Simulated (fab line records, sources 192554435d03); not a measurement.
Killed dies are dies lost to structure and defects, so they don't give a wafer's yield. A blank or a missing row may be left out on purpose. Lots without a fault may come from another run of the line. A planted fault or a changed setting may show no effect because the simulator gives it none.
Which tool did it? | flow n5_finfet | 12 lots, 32 wafers sampled, at 5 steps of a route of 1938

WHAT THE GAUGES READ, wafer by wafer
N5_BEOL_M14_OCD_MEAS_35. Usual: trench_depth_nm 551 nm, standard deviation 25.
lot  | measured     | on     | trench_depth_nm (nm) | flag
L247 | day 11 02:31 | ocd-01 | 546 547 525          |
L250 | day 11 18:32 | ocd-02 | 540 530              |
L249 | day 11 19:04 | ocd-01 | 598 553 596          |
L256 | day 12 22:14 | ocd-01 | 551 552 564          |
L259 | day 14 18:09 | ocd-02 | 542 550 506          |
L260 | day 15 00:17 | ocd-02 | 554 550              |
L261 | day 15 03:22 | ocd-02 | 546 507 561          |
L263 | day 15 16:02 | ocd-01 | 534 540              |
L267 | day 16 08:47 | ocd-02 | 527 528              |
L266 | day 16 15:58 | ocd-02 | 543 558 504          |
L268 | day 16 17:13 | ocd-01 | 588 553 551          |
L269 | day 17 14:23 | ocd-02 | 589 552 561          |

N5_BEOL_M15_THK_MEAS_01. Usual: M15_ILD_THK 1622 nm, standard deviation 24.
lot  | measured     | on            | M15_ILD_THK (nm) | flag
L247 | day 11 04:25 | film_metro-02 | 1603 1634 1591   |
L250 | day 11 21:52 | film_metro-02 | 1611 1605        |
L249 | day 12 00:55 | film_metro-02 | 1610 1364 1312   | OFF
L256 | day 13 03:14 | film_metro-02 | 1614 1624 1381   | OFF
L259 | day 14 20:34 | film_metro-01 | 1667 1624 1608   |
L260 | day 15 03:23 | film_metro-01 | 1624 1627        |
L261 | day 15 08:08 | film_metro-02 | 1580 1651 1641   |
L263 | day 15 17:56 | film_metro-02 | 1619 1608        |
L267 | day 16 13:26 | film_metro-02 | 1598 1634        |
L266 | day 17 10:32 | film_metro-02 | 1610 1649 1613   |
L268 | day 16 19:52 | film_metro-01 | 1601 1649 1623   |
L269 | day 17 20:42 | film_metro-01 | 1649 1671 1656   |

N5_BEOL_M15_CD_MEAS_10: target cd 360 nm. Usual: cd_nm 360.1 nm, standard deviation 2.3.
lot  | measured     | on        | cd_nm (nm)        | flag
L247 | day 11 04:50 | cd_sem-01 | 360.3 361.5 361.1 |
L250 | day 11 22:11 | cd_sem-02 | 358.3 359.3       |
L249 | day 12 01:14 | cd_sem-01 | 360.7 357.1 363.8 |
L256 | day 13 03:32 | cd_sem-02 | 361.9 359.3 359.2 |
L259 | day 14 20:52 | cd_sem-03 | 363.3 361.1 359.9 |
L260 | day 15 03:49 | cd_sem-03 | 356.5 363.5       |
L261 | day 15 08:26 | cd_sem-02 | 357.1 362.1 359.1 |
L263 | day 15 18:22 | cd_sem-01 | 358.5 359.0       |
L267 | day 16 13:44 | cd_sem-03 | 363.2 359.3       |
L266 | day 17 10:50 | cd_sem-01 | 361.7 364.4 363.4 |
L268 | day 16 20:17 | cd_sem-01 | 358.6 358.7 361.5 |
L269 | day 17 21:07 | cd_sem-02 | 354.8 357.0 362.1 |

WHICH TOOL RAN EACH LOT (tool, then ch and the chambers of the sampled wafers, then the start)
lot  | N5_BEOL_M14_SPUTTER_45       | N5_BEOL_M15_ILD_DEP_00
L247 | pvd_sputter-03, day 11 03:04 | pecvd-02 ch 0,1,2, day 11 04:10
L250 | pvd_sputter-01, day 11 20:33 | pecvd-02 ch 0,1, day 11 21:44
L249 | pvd_sputter-03, day 11 23:35 | pecvd-02 ch 1,2, day 12 00:40
L256 | pvd_sputter-03, day 13 01:30 | pecvd-02 ch 1,2, day 13 02:59
L259 | pvd_sputter-03, day 14 19:07 | pecvd-04 ch 1,2, day 14 20:19
L260 | pvd_sputter-02, day 15 01:28 | pecvd-03 ch 0,1, day 15 03:08
L261 | pvd_sputter-01, day 15 06:36 | pecvd-04 ch 0,1,2, day 15 07:53
L263 | pvd_sputter-02, day 15 16:35 | pecvd-02 ch 0,1, day 15 17:41
L267 | pvd_sputter-03, day 16 12:06 | pecvd-02 ch 0,1, day 16 13:11
L266 | pvd_sputter-02, day 17 09:11 | pecvd-02 ch 0,1,2, day 17 10:17
L268 | pvd_sputter-03, day 16 18:31 | pecvd-02 ch 1,2, day 16 19:37
L269 | pvd_sputter-01, day 17 18:59 | pecvd-03 ch 0,1,2, day 17 20:27
- N5_BEOL_M14_SPUTTER_45: material Cu, target thk 100 nm, time 16.67 s.
- N5_BEOL_M15_ILD_DEP_00: deposits SiO2 from TEOS/O2, target thk 1629.3 nm, time 346.1 s.

WHAT THE TOOLS THEMSELVES READ (means of the sampled wafers that have a number; where no wafer has one, the mark that the record gives instead)
N5_BEOL_M14_SPUTTER_45. Usual: cathode_dc_power_W 26000 W, standard deviation 4.7; throttle_valve_pct 29.8 %, standard deviation 0.87.
lot  | tool           | cathode_dc_power_W (W) | throttle_valve_pct (%) | flag
L247 | pvd_sputter-03 | 26004                  | 29.9                   |
L250 | pvd_sputter-01 | 26006                  | 29.2                   |
L249 | pvd_sputter-03 | 25999                  | 30.0                   |
L256 | pvd_sputter-03 | 25996                  | 30.2                   |
L259 | pvd_sputter-03 | 25998                  | 29.4                   |
L260 | pvd_sputter-02 | 25994                  | 29.9                   |
L261 | pvd_sputter-01 | 26003                  | 30.1                   |
L263 | pvd_sputter-02 | 25999                  | 28.6                   |
L267 | pvd_sputter-03 | 25998                  | 29.6                   |
L266 | pvd_sputter-02 | 26000                  | 29.4                   |
L268 | pvd_sputter-03 | 26001                  | 30.4                   |
L269 | pvd_sputter-01 | 25998                  | 30.5                   |

N5_BEOL_M15_ILD_DEP_00. Usual: chamber_pressure_Torr 6.499 Torr, standard deviation 0.014; heater_power_w 558 W, standard deviation 120; run_length_s 389.2 s, standard deviation 0.74; showerhead_plenum_p_Torr 8.37 Torr, standard deviation 0.05; showerhead_vpp_V 1795 V, standard deviation 54; throttle_valve_pct 18.8 %, standard deviation 0.52.
lot  | tool     | chamber_pressure_Torr (Torr) | heater_power_w (W) | run_length_s (s) | showerhead_plenum_p_Torr (Torr) | showerhead_vpp_V (V) | throttle_valve_pct (%) | flag
L247 | pecvd-02 | 6.490                        | 501                | 389.6            | 8.35                            | 1783                 | 19.0                   |
L250 | pecvd-02 | 6.499                        | 426                | 389.2            | 8.40                            | 1788                 | 19.3                   |
L249 | pecvd-02 | 6.490                        | 512                | 350.2            | 8.31                            | 1750                 | 19.0                   | OFF
L256 | pecvd-02 | 6.499                        | 476                | 370.0            | 8.32                            | 1752                 | 19.0                   | OFF
L259 | pecvd-04 | 6.504                        | 686                | 389.7            | 8.40                            | 1843                 | 18.5                   |
L260 | pecvd-03 | 6.503                        | 496                | 389.6            | 8.34                            | 1765                 | 19.1                   |
L261 | pecvd-04 | 6.500                        | 653                | 389.2            | 8.41                            | 1833                 | 18.5                   |
L263 | pecvd-02 | 6.506                        | 532                | 389.4            | 8.39                            | 1787                 | 19.3                   |
L267 | pecvd-02 | 6.502                        | 446                | 389.3            | 8.39                            | 1774                 | 19.5                   |
L266 | pecvd-02 | 6.495                        | 493                | 389.5            | 8.34                            | 1776                 | 19.2                   |
L268 | pecvd-02 | 6.482                        | 512                | 389.1            | 8.36                            | 1776                 | 19.4                   |
L269 | pecvd-03 | 6.489                        | 521                | 388.9            | 8.33                            | 1800                 | 18.7                   |

THE ANSWER, worked out from the rows above alone
Rule: a lot is off if the mean of its wafers that have a number lies more than 3 standard deviations from the usual mean. A lot without any number at a reading at which 4 lots or more have one is off too. The other lots that the step has rows for count as sound. The gauges are gone through in route order, then the tools' own readings, and for those a lot's mean is taken as printed above. The first step at which some lot is off is used, and at that step the reading that is off furthest; a lot without a number counts as furthest.
Off: L249, L256, at N5_BEOL_M15_THK_MEAS_01 (M15_ILD_THK).
A tool fits if, at a process step before that reading, it ran every lot that is off, and no sound lot after the first of them. The gauges at N5_BEOL_M15_THK_MEAS_01 aren't tried: what is off there is off at N5_BEOL_M15_ILD_DEP_00 too, on other tools, and a gauge's error can't cause that. None of those tried fits.

WHAT THE SIMULATOR HAD PUT IN
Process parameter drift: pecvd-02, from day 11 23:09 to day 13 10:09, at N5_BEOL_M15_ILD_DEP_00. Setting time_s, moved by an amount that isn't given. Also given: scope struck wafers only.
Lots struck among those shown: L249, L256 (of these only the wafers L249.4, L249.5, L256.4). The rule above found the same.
